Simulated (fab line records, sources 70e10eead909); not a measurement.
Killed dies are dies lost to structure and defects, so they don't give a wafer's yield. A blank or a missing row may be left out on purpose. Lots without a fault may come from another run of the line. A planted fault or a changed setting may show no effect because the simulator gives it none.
Which tool did it? | flow nand_harc | 24 lots, 72 wafers sampled, at 6 steps of a route of 1159

WHAT THE GAUGES READ, wafer by wafer
The record holds no reading of a measuring or inspecting step that can be judged against a usual standard deviation.

WHICH TOOL RAN EACH LOT (tool, then ch and the chambers of the sampled wafers, then the start)
lot  | NHARC_A_CONTACT_CMP_20        | NHARC_A_BLC_DESCUM_15              | NHARC_A_BLC_ETCH_18                           | NHARC_A_BLC_DEGAS_30         | NHARC_A_M0_DEGAS_28          | NHARC_A_M0_PVD_20
L074 | cmp-03 ch 2,3, day 17 01:27   | rie_diel-09 ch 1,2,3, day 17 02:32 | rie_diel-09 ch 1,2,3, day 17 04:08 or earlier | pvd_sputter-03, day 17 04:08 | pvd_sputter-03, day 17 16:33 | pvd_sputter-03, no start
L075 | cmp-01 ch 0,1, day 17 11:55   | rie_diel-09 ch 0,3, day 17 13:01   | rie_diel-09 ch 0,1,2, day 17 14:35 or earlier | pvd_sputter-03, day 17 14:35 | pvd_sputter-03, day 17 18:59 | pvd_sputter-03, no start
L077 | cmp-03 ch 0,2,3, day 17 14:56 | rie_diel-09 ch 0,2, day 17 16:02   | rie_diel-09 ch 2,3, day 17 17:48 or earlier   | pvd_sputter-03, day 17 17:48 | pvd_sputter-01, day 17 21:26 | pvd_sputter-01, no start
L076 | cmp-03 ch 0,3, day 17 15:40   | rie_diel-09 ch 0,3, day 17 16:39   | rie_diel-09 ch 1,2, day 17 18:22 or earlier   | pvd_sputter-02, day 17 18:22 | pvd_sputter-01, day 17 21:53 | pvd_sputter-01, no start
L078 | cmp-02 ch 0,2,3, day 18 03:47 | rie_diel-09 ch 0,1, day 18 04:46   | rie_diel-09 ch 0,1,2, day 18 06:19 or earlier | pvd_sputter-03, day 18 06:19 | pvd_sputter-03, day 18 18:32 | pvd_sputter-03, no start
L079 | cmp-03 ch 0,1, day 18 14:40   | rie_diel-09 ch 0,2, day 18 15:47   | rie_diel-09 ch 0,1,2, day 18 17:22 or earlier | pvd_sputter-02, day 18 17:22 | pvd_sputter-01, day 19 06:46 | pvd_sputter-01, no start
L081 | cmp-03 ch 1,2,3, day 19 14:17 | rie_diel-09 ch 0,2, day 19 15:18   | rie_diel-09 ch 1,2, day 19 16:52 or earlier   | pvd_sputter-03, day 19 16:52 | pvd_sputter-01, day 20 00:26 | pvd_sputter-01, no start
L083 | cmp-02 ch 2,3, day 19 15:22   | rie_diel-09 ch 0,1, day 19 16:31   | rie_diel-09 ch 1,2,3, day 19 18:05 or earlier | pvd_sputter-01, day 19 18:05 | pvd_sputter-01, day 20 00:50 | pvd_sputter-01, no start
L080 | cmp-02 ch 0,1,3, day 19 16:49 | rie_diel-09 ch 0,1,3, day 19 17:58 | rie_diel-09 ch 1,2,3, day 19 19:31 or earlier | pvd_sputter-01, day 19 19:31 | pvd_sputter-03, day 20 01:15 | pvd_sputter-03, no start
L082 | cmp-03 ch 0,2,3, day 19 23:42 | rie_diel-06 ch 0,2,3, day 20 00:40 | rie_diel-06 ch 0,1,3, day 20 02:18 or earlier | pvd_sputter-01, day 20 02:18 | pvd_sputter-01, day 20 06:01 | pvd_sputter-01, no start
L084 | cmp-03 ch 0,2,3, day 20 00:27 | rie_diel-09 ch 0,2,3, day 20 01:33 | rie_diel-09 ch 1,2,3, day 20 03:09 or earlier | pvd_sputter-02, day 20 03:09 | pvd_sputter-02, day 20 07:38 | pvd_sputter-02, no start
L088 | cmp-03 ch 0,1,3, day 20 05:14 | rie_diel-09 ch 1,2,3, day 20 06:13 | rie_diel-09 ch 0,1,3, day 20 07:47 or earlier | pvd_sputter-01, day 20 07:47 | pvd_sputter-03, day 20 20:57 | pvd_sputter-03, no start
L085 | cmp-01 ch 1,2,3, day 20 18:43 | rie_diel-09 ch 0,1,2, day 20 19:50 | rie_diel-09 ch 1,2, day 20 21:26 or earlier   | pvd_sputter-01, day 20 21:26 | pvd_sputter-02, day 21 00:44 | pvd_sputter-02, no start
L087 | cmp-01 ch 0,1,3, day 20 19:20 | rie_diel-06 ch 0,1,3, day 20 20:25 | rie_diel-06 ch 0,2,3, day 20 22:02 or earlier | pvd_sputter-03, day 20 22:02 | pvd_sputter-03, day 21 01:26 | pvd_sputter-03, no start
L086 | cmp-03 ch 0,1,2, day 20 21:23 | rie_diel-06 ch 0,3, day 20 22:18   | rie_diel-06 ch 0,2,3, day 20 23:59 or earlier | pvd_sputter-03, day 20 23:59 | pvd_sputter-02, day 21 04:30 | pvd_sputter-02, no start
L090 | cmp-03 ch 0,3, day 21 01:42   | rie_diel-06 ch 0,2,3, day 21 02:40 | rie_diel-06 ch 0,1,3, day 21 04:15 or earlier | pvd_sputter-01, day 21 04:15 | pvd_sputter-03, day 21 07:32 | pvd_sputter-03, no start
L089 | cmp-01 ch 0,1,3, day 21 12:26 | rie_diel-06 ch 1,2,3, day 21 13:30 | rie_diel-06 ch 0,2, day 21 15:06 or earlier   | pvd_sputter-02, day 21 15:06 | pvd_sputter-03, day 21 23:40 | pvd_sputter-03, no start
L093 | cmp-02 ch 0,1,3, day 21 20:53 | rie_diel-09 ch 1,3, day 21 21:57   | rie_diel-09 ch 0,1,2, day 21 23:31 or earlier | pvd_sputter-01, day 21 23:31 | pvd_sputter-01, day 22 08:02 | pvd_sputter-01, no start
L092 | cmp-02 ch 0,2,3, day 22 01:59 | rie_diel-09 ch 0,1,2, day 22 03:04 | rie_diel-09 ch 1,2,3, day 22 04:38 or earlier | pvd_sputter-01, day 22 04:38 | pvd_sputter-02, day 22 12:48 | pvd_sputter-02, no start
L091 | cmp-03 ch 0,1,2, day 22 02:54 | rie_diel-06 ch 1,2,3, day 22 04:00 | rie_diel-06 ch 1,2,3, day 22 05:35 or earlier | pvd_sputter-01, day 22 05:35 | pvd_sputter-02, day 22 13:00 | pvd_sputter-02, no start
L095 | cmp-02 ch 0,1,3, day 22 14:24 | rie_diel-09 ch 0,1,2, day 22 15:28 | rie_diel-09 ch 0,1,2, day 22 17:02 or earlier | pvd_sputter-02, day 22 17:02 | pvd_sputter-01, day 22 22:35 | pvd_sputter-01, no start
L097 | cmp-01 ch 1,3, day 22 19:21   | rie_diel-09 ch 2,3, day 22 20:26   | rie_diel-09 ch 1,2, day 22 22:01 or earlier   | pvd_sputter-03, day 22 22:01 | pvd_sputter-02, day 23 01:25 | pvd_sputter-02, no start
L094 | cmp-01 ch 1,3, day 22 22:08   | rie_diel-05 ch 0,2,3, day 22 23:14 | rie_diel-05 ch 0,1, day 23 00:48 or earlier   | pvd_sputter-03, day 23 00:48 | pvd_sputter-02, day 23 11:37 | pvd_sputter-02, no start
L096 | cmp-02 ch 1,2,3, day 23 09:01 | rie_diel-06 ch 0,1, day 23 10:04   | rie_diel-06 ch 0,1,3, day 23 11:37 or earlier | pvd_sputter-01, day 23 11:37 | pvd_sputter-02, day 23 19:04 | pvd_sputter-02, no start
- NHARC_A_CONTACT_CMP_20: polishes, t overpolish 30 s, target thk 300 nm.
- NHARC_A_BLC_DESCUM_15: chemistry O2, time 3 s.
- NHARC_A_BLC_ETCH_18: etches the open film in C4F8/O2/Ar, target depth 910 nm.
- NHARC_A_BLC_DEGAS_30: time 60 s.
- NHARC_A_M0_DEGAS_28: time 60 s.
- NHARC_A_M0_PVD_20: deposits TaN, target thk 5 nm, time 8.06 s.

WHAT THE TOOLS THEMSELVES READ (means of the sampled wafers that have a number; where no wafer has one, the mark that the record gives instead)
NHARC_A_CONTACT_CMP_20. Usual: motor_current_A 12.3 A, standard deviation 1.3; overpolish_run_s 30.000 s, standard deviation 0.0082; slurry_filter_dp_kPa 13.52 kPa, standard deviation 0.14; time_to_endpoint_s 59.8 s, standard deviation 3.
lot  | tool   | motor_current_A (A) | overpolish_run_s (s) | slurry_filter_dp_kPa (kPa) | time_to_endpoint_s (s) | flag
L074 | cmp-03 | 12.9                | 30.003               | 13.51                      | 62.0                   |
L075 | cmp-01 | 11.2                | 29.999               | 13.52                      | 60.0                   |
L077 | cmp-03 | 12.2                | 30.005               | 13.55                      | 59.4                   |
L076 | cmp-03 | 12.1                | 29.999               | 13.37                      | 58.1                   |
L078 | cmp-02 | 11.7                | 30.008               | 13.50                      | 60.5                   |
L079 | cmp-03 | 12.5                | 29.996               | 13.59                      | 62.0                   |
L081 | cmp-03 | 12.8                | 30.001               | 13.59                      | 61.3                   |
L083 | cmp-02 | 12.5                | 29.997               | 13.62                      | 55.1                   |
L080 | cmp-02 | 12.9                | 30.001               | 13.50                      | 56.9                   |
L082 | cmp-03 | 12.2                | 30.013               | 13.46                      | 63.1                   |
L084 | cmp-03 | 12.4                | 30.000               | 13.42                      | 65.5                   |
L088 | cmp-03 | 12.8                | 30.004               | 13.56                      | 60.6                   |
L085 | cmp-01 | 11.1                | 30.000               | 13.66                      | 56.6                   |
L087 | cmp-01 | 11.7                | 29.999               | 13.51                      | 54.7                   |
L086 | cmp-03 | 13.1                | 29.997               | 13.60                      | 61.2                   |
L090 | cmp-03 | 12.4                | 29.993               | 13.53                      | 61.3                   |
L089 | cmp-01 | 11.6                | 29.998               | 13.41                      | 58.8                   |
L093 | cmp-02 | 12.5                | 30.000               | 13.46                      | 58.5                   |
L092 | cmp-02 | 12.5                | 29.998               | 13.56                      | 58.6                   |
L091 | cmp-03 | 12.5                | 30.003               | 13.63                      | 61.2                   |
L095 | cmp-02 | 12.8                | 30.000               | 13.52                      | 59.5                   |
L097 | cmp-01 | 10.1                | 29.994               | 13.44                      | 62.5                   |
L094 | cmp-01 | 10.0                | 30.005               | 13.51                      | 61.2                   |
L096 | cmp-02 | 12.5                | 29.997               | 13.67                      | 59.9                   |

NHARC_A_BLC_DESCUM_15. Usual: drypump_motor_current_A 5.9 A, standard deviation 0.44; oes_product_au 0.999 a.u., standard deviation 0.0073; rf_vpp_V 57.7 V, standard deviation 0.86; showerhead_plenum_p_Torr 1.90 Torr, standard deviation 0.088; throttle_valve_pct 11.311 %, standard deviation 0.0098.
lot  | tool        | drypump_motor_current_A (A) | oes_product_au (a.u.) | rf_vpp_V (V) | showerhead_plenum_p_Torr (Torr) | throttle_valve_pct (%) | flag
L074 | rie_diel-09 | 6.2                         | 1.004                 | 58.2         | 1.96                            | 11.309                 |
L075 | rie_diel-09 | 6.0                         | 0.996                 | 58.2         | 1.94                            | 11.307                 |
L077 | rie_diel-09 | 5.5                         | 0.995                 | 57.0         | 1.82                            | 11.308                 |
L076 | rie_diel-09 | 5.6                         | 1.007                 | 57.0         | 1.87                            | 11.322                 |
L078 | rie_diel-09 | 6.1                         | 1.003                 | 57.2         | 1.93                            | 11.307                 |
L079 | rie_diel-09 | 5.5                         | 0.999                 | 57.7         | 1.82                            | 11.315                 |
L081 | rie_diel-09 | 5.6                         | 1.003                 | 56.6         | 1.84                            | 11.319                 |
L083 | rie_diel-09 | 6.1                         | 1.010                 | 58.0         | 1.93                            | 11.312                 |
L080 | rie_diel-09 | 6.1                         | 1.006                 | 58.3         | 1.94                            | 11.309                 |
L082 | rie_diel-06 | 5.6                         | 0.989                 | 56.9         | 1.87                            | 11.307                 |
L084 | rie_diel-09 | 5.8                         | 1.005                 | 57.4         | 1.89                            | 11.303                 |
L088 | rie_diel-09 | 6.2                         | 0.993                 | 58.8         | 1.96                            | 11.295                 |
L085 | rie_diel-09 | 5.8                         | 1.005                 | 58.0         | 1.89                            | 11.314                 |
L087 | rie_diel-06 | 5.8                         | 0.999                 | 56.7         | 1.85                            | 11.308                 |
L086 | rie_diel-06 | 5.9                         | 0.987                 | 57.8         | 1.82                            | 11.314                 |
L090 | rie_diel-06 | 5.6                         | 0.987                 | 57.7         | 1.87                            | 11.306                 |
L089 | rie_diel-06 | 5.7                         | 0.997                 | 57.3         | 1.91                            | 11.315                 |
L093 | rie_diel-09 | 6.4                         | 0.999                 | 58.1         | 2.01                            | 11.314                 |
L092 | rie_diel-09 | 5.8                         | 1.001                 | 57.9         | 1.89                            | 11.308                 |
L091 | rie_diel-06 | 5.7                         | 0.994                 | 57.3         | 1.90                            | 11.316                 |
L095 | rie_diel-09 | 5.8                         | 1.000                 | 58.1         | 1.89                            | 11.303                 |
L097 | rie_diel-09 | 6.1                         | 0.997                 | 57.9         | 1.96                            | 11.306                 |
L094 | rie_diel-05 | 5.4                         | 0.993                 | 56.7         | 1.93                            | 11.321                 |
L096 | rie_diel-06 | 5.9                         | 1.001                 | 57.9         | 1.87                            | 11.311                 |

NHARC_A_BLC_ETCH_18. Usual: oes_product_au 0.956 a.u., standard deviation 0.02; rf_vpp_V 978 V, standard deviation 6.2.
lot  | tool        | oes_product_au (a.u.) | rf_vpp_V (V) | flag
L074 | rie_diel-09 | 0.933                 | 981          |
L075 | rie_diel-09 | 0.973                 | 976          |
L077 | rie_diel-09 | 0.930                 | 982          |
L076 | rie_diel-09 | 0.980                 | 978          |
L078 | rie_diel-09 | 0.921                 | 977          |
L079 | rie_diel-09 | 0.927                 | 976          |
L081 | rie_diel-09 | 0.965                 | 981          |
L083 | rie_diel-09 | 0.969                 | 981          |
L080 | rie_diel-09 | 0.972                 | 982          |
L082 | rie_diel-06 | 0.944                 | 973          |
L084 | rie_diel-09 | 0.967                 | 982          |
L088 | rie_diel-09 | 0.974                 | 980          |
L085 | rie_diel-09 | 0.950                 | 978          |
L087 | rie_diel-06 | 0.928                 | 975          |
L086 | rie_diel-06 | 0.955                 | 976          |
L090 | rie_diel-06 | 0.959                 | 973          |
L089 | rie_diel-06 | 0.955                 | 978          |
L093 | rie_diel-09 | 0.971                 | 976          |
L092 | rie_diel-09 | 0.974                 | 981          |
L091 | rie_diel-06 | 0.973                 | 978          |
L095 | rie_diel-09 | 0.966                 | 976          |
L097 | rie_diel-09 | 0.925                 | 978          |
L094 | rie_diel-05 | 0.973                 | 984          |
L096 | rie_diel-06 | 0.961                 | 974          |

NHARC_A_BLC_DEGAS_30. Usual: heater_power_w 447 W, standard deviation 36.
lot  | tool           | heater_power_w (W) | flag
L074 | pvd_sputter-03 | 466                |
L075 | pvd_sputter-03 | 474                |
L077 | pvd_sputter-03 | 475                |
L076 | pvd_sputter-02 | 423                |
L078 | pvd_sputter-03 | 468                |
L079 | pvd_sputter-02 | 430                |
L081 | pvd_sputter-03 | 466                |
L083 | pvd_sputter-01 | 451                |
L080 | pvd_sputter-01 | 401                |
L082 | pvd_sputter-01 | 422                |
L084 | pvd_sputter-02 | 411                |
L088 | pvd_sputter-01 | 423                |
L085 | pvd_sputter-01 | 429                |
L087 | pvd_sputter-03 | 498                |
L086 | pvd_sputter-03 | 491                |
L090 | pvd_sputter-01 | 451                |
L089 | pvd_sputter-02 | 420                |
L093 | pvd_sputter-01 | 429                |
L092 | pvd_sputter-01 | 427                |
L091 | pvd_sputter-01 | 418                |
L095 | pvd_sputter-02 | 427                |
L097 | pvd_sputter-03 | 472                |
L094 | pvd_sputter-03 | 494                |
L096 | pvd_sputter-01 | 450                |

NHARC_A_M0_DEGAS_28. Usual: heater_power_w 317 W, standard deviation 26.
lot  | tool           | heater_power_w (W) | flag
L074 | pvd_sputter-03 | 342                |
L075 | pvd_sputter-03 | 341                |
L077 | pvd_sputter-01 | 312                |
L076 | pvd_sputter-01 | 304                |
L078 | pvd_sputter-03 | 342                |
L079 | pvd_sputter-01 | 304                |
L081 | pvd_sputter-01 | 323                |
L083 | pvd_sputter-01 | 319                |
L080 | pvd_sputter-03 | 334                |
L082 | pvd_sputter-01 | 310                |
L084 | pvd_sputter-02 | 313                |
L088 | pvd_sputter-03 | 336                |
L085 | pvd_sputter-02 | 308                |
L087 | pvd_sputter-03 | 351                |
L086 | pvd_sputter-02 | 302                |
L090 | pvd_sputter-03 | 333                |
L089 | pvd_sputter-03 | 334                |
L093 | pvd_sputter-01 | 333                |
L092 | pvd_sputter-02 | 319                |
L091 | pvd_sputter-02 | 311                |
L095 | pvd_sputter-01 | 310                |
L097 | pvd_sputter-02 | 287                |
L094 | pvd_sputter-02 | 317                |
L096 | pvd_sputter-02 | 285                |

NHARC_A_M0_PVD_20. Usual: substrate_temp_c 49.99 C, standard deviation 0.12; throttle_valve_pct 30.1 %, standard deviation 0.98.
lot  | tool           | substrate_temp_c (C) | throttle_valve_pct (%) | flag
L074 | pvd_sputter-03 | 50.03                | 31.4                   |
L075 | pvd_sputter-03 | 49.93                | 31.9                   |
L077 | pvd_sputter-01 | 49.96                | 29.3                   |
L076 | pvd_sputter-01 | 49.88                | 29.9                   |
L078 | pvd_sputter-03 | 50.03                | 30.8                   |
L079 | pvd_sputter-01 | 49.89                | 29.4                   |
L081 | pvd_sputter-01 | 49.94                | 30.2                   |
L083 | pvd_sputter-01 | 50.13                | 29.9                   |
L080 | pvd_sputter-03 | 50.07                | 30.8                   |
L082 | pvd_sputter-01 | 50.08                | 29.7                   |
L084 | pvd_sputter-02 | 50.01                | 29.8                   |
L088 | pvd_sputter-03 | 49.95                | 30.3                   |
L085 | pvd_sputter-02 | 50.02                | 29.7                   |
L087 | pvd_sputter-03 | 49.95                | 31.4                   |
L086 | pvd_sputter-02 | 49.99                | 29.4                   |
L090 | pvd_sputter-03 | 50.08                | 31.4                   |
L089 | pvd_sputter-03 | 50.00                | 30.8                   |
L093 | pvd_sputter-01 | 49.89                | 29.8                   |
L092 | pvd_sputter-02 | 50.03                | 29.5                   |
L091 | pvd_sputter-02 | 50.09                | 29.9                   |
L095 | pvd_sputter-01 | 49.98                | 29.7                   |
L097 | pvd_sputter-02 | 49.94                | 29.1                   |
L094 | pvd_sputter-02 | 50.19                | 30.0                   |
L096 | pvd_sputter-02 | 50.03                | 30.1                   |

THE ANSWER, worked out from the rows above alone
Rule: a lot is off if the mean of its wafers that have a number lies more than 3 standard deviations from the usual mean. A lot without any number at a reading at which 4 lots or more have one is off too. The other lots that the step has rows for count as sound. The gauges are gone through in route order, then the tools' own readings, and for those a lot's mean is taken as printed above. The first step at which some lot is off is used, and at that step the reading that is off furthest; a lot without a number counts as furthest.
No lot is off at any reading shown: from this, nothing can be told.

WHAT THE SIMULATOR HAD PUT IN
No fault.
